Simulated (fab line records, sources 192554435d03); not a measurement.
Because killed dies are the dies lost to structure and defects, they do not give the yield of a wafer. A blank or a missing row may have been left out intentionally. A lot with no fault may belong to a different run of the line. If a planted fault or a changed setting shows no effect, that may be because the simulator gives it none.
Which of the tools did it?	flow n5_finfet	9 lots with 26 wafers sampled at 7 steps, on a route of 1938 steps

## WHAT EACH GAUGE READ, for each wafer
N5_STI_FIN_REVEAL_THK_MEAS_05. Usual: 131.9 nm for thk_nm, sd 1.5.
lot	measured	on	thk_nm (nm)	flag
L466	day 2 11:07	film_metro-01	131.3 131.8 134.1	
L468	day 2 21:04	film_metro-01	132.8 132.9 130.6	
L477	day 5 10:09	film_metro-01	132.3 132.0	
L484	day 6 21:11	film_metro-02	133.6 132.9 133.6	
L485	day 7 03:14	film_metro-01	134.0 130.1 132.4	
L486	day 7 10:29	film_metro-02	133.0 133.9 134.7	
L487	day 7 16:18	film_metro-02	129.8 130.0 132.8	
L488	day 7 22:04	film_metro-02	131.9 128.2 130.4	
L489	day 8 04:13	film_metro-01	130.3 129.4 128.7	

N5_DUMMY_GATE_OVL_MEAS_16. Usual: GATE_OVL typically reads 0.1 nm, with standard deviation 0.76.
lot	measured	on	GATE_OVL (nm)	flag
L466	day 3 01:28	overlay-01	0.2 -0.3 0.2	
L468	day 3 09:23	overlay-02	-0.2 0.9 -0.3	
L477	day 5 22:32	overlay-02	0.1 -1.1	
L484	day 7 09:23	overlay-02	-0.4 0.2 0.4	
L485	day 7 15:14	overlay-01	0.5 -0.1 1.2	
L486	day 8 00:35	overlay-02	0.1 -0.8 -1.6	
L487	day 8 08:02	overlay-02	-0.2 0.3 0.9	
L488	day 8 10:02	overlay-01	-0.5 0.0 0.2	
L489	day 8 18:19	overlay-02	1.7 0.1 0.8	

N5_DUMMY_GATE_CD_MEAS_50 targets a cd of 14 nm. Usual: 13.8 nm for cd_nm, sd 0.53.
lot	measured	on	cd_nm (nm)	flag
L466	day 3 01:55	cd_sem-01	14.4 13.2 12.9	
L468	day 3 09:50	cd_sem-03	13.0 13.5 13.3	
L477	day 5 23:00	cd_sem-02	13.2 14.3	
L484	day 7 09:53	cd_sem-01	- - -	OFF
L485	day 7 15:48	cd_sem-03	- - -	OFF
L486	day 8 01:18	cd_sem-03	13.9 13.8 13.5	
L487	day 8 08:37	cd_sem-03	14.3 15.0 13.3	
L488	day 8 10:30	cd_sem-02	13.6 15.0 13.6	
L489	day 8 18:59	cd_sem-03	13.6 14.5 13.1	

N5_BEOL_M4_RC_MEAS_101. Usual: DIBL_N 37.7 mV/V, standard deviation 2; DIBL_P 37.7 mV/V, standard deviation 2.3; IOFF_N 0.18 nA/um, standard deviation 0.039; IOFF_P 0.23 nA/um, standard deviation 0.042; ION_N 681 uA/um, standard deviation 12; ION_P 463 uA/um, standard deviation 8; SS_N 71.9 mV/dec, standard deviation 0.68; SS_P 73.6 mV/dec, standard deviation 0.71; VT_N 248 mV, standard deviation 3.2; VT_P -249 mV, standard deviation 3.1.
lot	measured	on	DIBL_N (mV/V)	DIBL_P (mV/V)	IOFF_N (nA/um)	IOFF_P (nA/um)	ION_N (uA/um)	ION_P (uA/um)	SS_N (mV/dec)	SS_P (mV/dec)	VT_N (mV)	VT_P (mV)	flag
L466	day 12 07:17	prober-01	36.6 38.5 40.1	36.6 38.0 42.1	0.17 0.20 0.26	0.24 0.25 0.36	669 675 688	464 460 471	72.1 72.3 72.8	72.7 73.1 73.9	249 248 243	-245 -243 -241	
L468	day 12 01:04	prober-02	42.7 36.7 42.0	41.4 34.8 40.6	0.26 0.13 0.25	0.31 0.18 0.30	704 672 707	480 465 482	73.3 71.3 72.9	74.6 72.9 74.4	244 254 245	-245 -254 -247	
L477	day 14 05:29	prober-01	39.9 41.5	40.9 41.8	0.22 0.27	0.27 0.30	709 715	470 484	72.0 72.1	74.2 74.2	244 242	-249 -245	
L486	day 17 01:41	prober-01	38.0 33.6 35.8	40.6 34.2 36.5	0.18 0.11 0.15	0.23 0.14 0.17	686 645 675	471 444 454	72.0 71.2 71.7	73.7 71.8 73.3	247 256 251	-252 -253 -256	
L487	day 17 01:52	prober-02	38.5 35.3 36.5	36.9 35.0 36.6	0.20 0.15 0.15	0.21 0.19 0.20	681 682 671	464 464 457	72.8 71.3 71.7	73.6 73.6 73.2	247 248 251	-249 -249 -249	
L488	day 17 05:06	prober-02	39.4 36.0 38.5	38.3 34.0 39.8	0.22 0.17 0.22	0.26 0.19 0.30	685 680 688	469 459 471	73.2 71.6 71.4	73.9 72.8 73.6	245 249 244	-247 -251 -246	
L489	day 17 18:26	prober-02	36.5 33.3 36.9	36.5 31.9 37.3	0.16 0.12 0.19	0.26 0.17 0.26	662 680 686	460 463 475	71.5 70.8 72.2	73.6 73.0 74.0	250 248 248	-245 -251 -246	

## WHAT TOOL EACH LOT RAN ON (gives the tool, then ch and the chambers of the sampled wafers, and finally the start)
lot	N5_DUMMY_GATE_DESCUM_20	N5_DUMMY_GATE_ETCH_29	N5_DUMMY_GATE_ETCH_36
L466	rie_diel-03 ch 0,3, day 3 01:32	rie_diel-03 ch 0,3, day 3 01:36	rie_diel-03 ch 0,3, day 3 01:38
L468	rie_diel-02 ch 0,1, day 3 09:28	rie_diel-02 ch 0,1, day 3 09:32	rie_diel-02 ch 0,1, day 3 09:34
L477	rie_diel-02 ch 0, day 5 22:37	rie_diel-02 ch 0, day 5 22:41	rie_diel-02 ch 0, day 5 22:44
L484	rie_diel-06 ch 2,3, day 7 09:29	rie_diel-06 ch 2,3, day 7 09:32	rie_diel-06 ch 2,3, day 7 09:35
L485	rie_diel-03 ch 2,3, day 7 15:24	rie_diel-03 ch 2,3, day 7 15:28	rie_diel-03 ch 2,3, day 7 15:30
L486	rie_diel-03 ch 0,1,2, day 8 00:54	rie_diel-03 ch 0,1,2, day 8 00:58	rie_diel-03 ch 0,1,2, day 8 01:00
L487	rie_diel-02 ch 0,1,3, day 8 08:11	rie_diel-02 ch 0,1,3, day 8 08:16	rie_diel-02 ch 0,1,3, day 8 08:18
L488	rie_diel-06 ch 1,2,3, day 8 10:08	rie_diel-06 ch 1,2,3, day 8 10:12	rie_diel-06 ch 1,2,3, day 8 10:14
L489	rie_diel-02 ch 1,2,3, day 8 18:35	rie_diel-02 ch 1,2,3, day 8 18:39	rie_diel-02 ch 1,2,3, day 8 18:41
- N5_DUMMY_GATE_DESCUM_20: chemistry O2, time 6.2 s.
- N5_DUMMY_GATE_ETCH_29: etches underlayer in N2/H2, target depth 13 nm.
- N5_DUMMY_GATE_ETCH_36: etches SiARC in CF4, target depth 13 nm.

## AS READ BY THE TOOLS THEMSELVES (means over the sampled wafers that have a number; for cases with no such wafer, the mark the record gives instead)
N5_DUMMY_GATE_DESCUM_20. Usual: drypump_motor_current_A 5.6 A, standard deviation 0.42; oes_product_au 0.78 a.u., standard deviation 0.076; rf_vpp_V 243.0 V, standard deviation 1.5; showerhead_plenum_p_Torr 2.09 Torr, standard deviation 0.086; throttle_valve_pct 20.4 %, standard deviation 0.31.
lot	tool	drypump_motor_current_A (A)	oes_product_au (a.u.)	rf_vpp_V (V)	showerhead_plenum_p_Torr (Torr)	throttle_valve_pct (%)	flag
L466	rie_diel-03	6.1	0.75	243.4	2.10	20.4	
L468	rie_diel-02	5.2	0.82	243.5	2.10	20.6	
L477	rie_diel-02	5.8	0.86	243.1	2.03	20.3	
L484	rie_diel-06	5.5	0.69	243.0	2.02	20.5	
L485	rie_diel-03	6.2	0.73	242.7	2.03	20.2	
L486	rie_diel-03	5.7	0.71	242.4	2.06	20.4	
L487	rie_diel-02	5.3	0.82	244.3	2.13	20.4	
L488	rie_diel-06	5.6	0.72	242.2	2.04	20.5	
L489	rie_diel-02	5.4	0.78	242.9	2.11	20.6	

N5_DUMMY_GATE_ETCH_29. Usual: bias_w is 150.0 W with standard deviation 0.46, chamber_pressure_mTorr is 29.999 mTorr with standard deviation 0.028, drypump_motor_current_A is 5.6 A with standard deviation 0.43, oes_product_au is 0.79 a.u. with standard deviation 0.082, rf_vpp_V is 523.7 V with standard deviation 2.8, showerhead_plenum_p_Torr is 2.53 Torr with standard deviation 0.095, and throttle_valve_pct is 17.85 % with standard deviation 0.29.
lot	tool	bias_w (W)	chamber_pressure_mTorr (mTorr)	drypump_motor_current_A (A)	oes_product_au (a.u.)	rf_vpp_V (V)	showerhead_plenum_p_Torr (Torr)	throttle_valve_pct (%)	flag
L466	rie_diel-03	149.8	30.023	6.1	0.75	524.3	2.54	17.78	
L468	rie_diel-02	150.1	30.014	5.1	0.83	523.0	2.52	17.93	
L477	rie_diel-02	150.1	29.972	5.8	0.88	522.2	2.46	17.66	
L484	rie_diel-06	-	-	-	-	-	-	-	OFF
L485	rie_diel-03	-	-	-	-	-	-	-	OFF
L486	rie_diel-03	149.9	30.015	5.7	0.71	524.0	2.51	17.88	
L487	rie_diel-02	150.2	29.970	5.3	0.85	525.5	2.56	17.79	
L488	rie_diel-06	150.4	30.020	5.6	0.72	523.0	2.49	18.03	
L489	rie_diel-02	150.5	29.997	5.3	0.77	524.6	2.55	17.95	

N5_DUMMY_GATE_ETCH_36. Usual: bias_w 36.00 W, standard deviation 0.1; cf4_flow_sccm 100.0 sccm, standard deviation 0.3; drypump_motor_current_A 5.6 A, standard deviation 0.42; mfc_ar_sccm 100.0 sccm, standard deviation 0.3; oes_product_au 0.79 a.u., standard deviation 0.078; rf_vpp_V 183.9 V, standard deviation 1.2; showerhead_plenum_p_Torr 2.15 Torr, standard deviation 0.075; throttle_valve_pct 15.7 %, standard deviation 0.31.
lot	tool	bias_w (W)	cf4_flow_sccm (sccm)	drypump_motor_current_A (A)	mfc_ar_sccm (sccm)	oes_product_au (a.u.)	rf_vpp_V (V)	showerhead_plenum_p_Torr (Torr)	throttle_valve_pct (%)	flag
L466	rie_diel-03	36.11	99.8	6.1	99.4	0.76	184.7	2.16	15.7	
L468	rie_diel-02	36.04	99.9	5.1	99.8	0.83	183.0	2.16	15.8	
L477	rie_diel-02	36.11	99.7	5.8	100.1	0.88	183.2	2.11	15.6	
L484	rie_diel-06	35.98	100.1	5.5	100.1	0.26	184.4	2.10	15.9	OFF
L485	rie_diel-03	36.03	99.8	6.1	100.0	0.28	183.6	2.09	15.4	OFF
L486	rie_diel-03	35.86	99.8	5.7	100.0	0.72	183.5	2.12	15.6	
L487	rie_diel-02	35.99	99.7	5.3	100.1	0.83	183.8	2.18	15.6	
L488	rie_diel-06	35.99	100.1	5.6	99.8	0.73	183.2	2.12	15.8	
L489	rie_diel-02	35.99	100.1	5.3	99.9	0.78	184.8	2.16	15.7	

## THE ANSWER, worked out from the rows above alone
Rule: a lot is off if the mean of its wafers that have a number lies more than 3 standard deviations from the usual mean. A lot without any number at a reading at which 4 lots or more have one is off too. The other lots that the step has rows for count as sound. The gauges are gone through in route order, then the tools' own readings, and for those a lot's mean is taken as printed above. At the first step where some lot is off, the reading lying furthest off is the one used; lots without a number count as furthest.
Off, at N5_DUMMY_GATE_CD_MEAS_50 on cd_nm: L484, L485. Without a number there: L484, L485.
A tool fits if, at a process step before that reading, it ran every lot that is off, and no sound lot after the first of them. Not tried: the gauges at N5_DUMMY_GATE_CD_MEAS_50; whatever is off there is also off at N5_DUMMY_GATE_ETCH_29, on other tools, and gauge error can't account for it. No candidate that was tried fits.

## WHAT THE SIMULATOR PUT IN
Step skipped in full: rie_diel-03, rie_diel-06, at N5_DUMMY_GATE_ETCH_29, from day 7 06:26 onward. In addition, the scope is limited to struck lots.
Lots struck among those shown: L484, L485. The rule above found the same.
